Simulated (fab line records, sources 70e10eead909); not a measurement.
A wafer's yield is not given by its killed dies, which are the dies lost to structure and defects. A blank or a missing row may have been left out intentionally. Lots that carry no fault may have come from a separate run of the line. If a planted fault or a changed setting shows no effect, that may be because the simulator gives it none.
What tool caused it? | flow nand_harc | route of 1302 steps, sampled at 1 step: 24 lots, 72 wafers

## WHAT EACH GAUGE READ, for each wafer
NHARC_A_SLIT_INSPECT_11. Usual: 56 for raw_defect_count, sd 34.
lot  | measured     | on                | raw_defect_count | flag
L074 | day 20 03:05 | defect_inspect-02 | 82 63 63         |
L075 | day 20 07:22 | defect_inspect-02 | 109 127 113      |
L077 | day 20 21:34 | defect_inspect-01 | 12 26 18         |
L079 | day 20 23:07 | defect_inspect-02 | 114 99 103       |
L078 | day 21 00:22 | defect_inspect-01 | 23 26 26         |
L076 | day 21 01:22 | defect_inspect-01 | 121 90 120       |
L080 | day 21 19:38 | defect_inspect-02 | 70 84 64         |
L082 | day 22 11:20 | defect_inspect-02 | 119 118 123      |
L081 | day 23 00:34 | defect_inspect-02 | 38 35 29         |
L083 | day 23 12:12 | defect_inspect-02 | 77 81 72         |
L084 | day 23 19:59 | defect_inspect-01 | 34 42 39         |
L086 | day 24 04:11 | defect_inspect-01 | 28 17 25         |
L085 | day 24 04:20 | defect_inspect-01 | 44 43 41         |
L087 | day 25 00:20 | defect_inspect-02 | 16 11 14         |
L088 | day 25 17:47 | defect_inspect-01 | 76 91 77         |
L089 | day 25 21:40 | defect_inspect-02 | 17 15 22         |
L090 | day 26 14:31 | defect_inspect-02 | 93 94 93         |
L091 | day 27 00:04 | defect_inspect-02 | 25 26 27         |
L092 | day 27 00:17 | defect_inspect-01 | 54 54 57         |
L093 | day 27 14:42 | defect_inspect-01 | 67 60 65         |
L094 | day 27 15:16 | defect_inspect-01 | 22 19 18         |
L096 | day 28 17:24 | defect_inspect-01 | 52 68 64         |
L095 | day 29 12:07 | defect_inspect-02 | 36 23 26         |
L097 | day 30 01:39 | defect_inspect-01 | 39 39 33         |

## EACH LOT AND THE TOOL THAT RAN IT (in order: tool; ch and the chambers of the sampled wafers; start)
The record holds no process step before these readings.

## WHAT THE TOOLS THEMSELVES READ (means of the sampled wafers that have a number; where no wafer has one, the mark that the record gives instead)
The record holds no such reading with a usual standard deviation.

## THE ANSWER, worked out from the rows above alone
Rule: take the mean of a lot's wafers that have a number; if it is more than 3 standard deviations from the usual mean, the lot is off. Also off: a lot with no number at a reading for which 4 or more lots have one. All remaining lots with rows at the step are treated as sound. Order of review: gauges by route order, followed by the tools' own readings, for which a lot's mean as printed above is used. At the first step where some lot is off, the reading lying furthest off is the one used; lots without a number count as furthest.
Across all readings shown, no lot is off: no conclusion can be drawn from this.

## WHAT THE SIMULATOR HAD INSERTED
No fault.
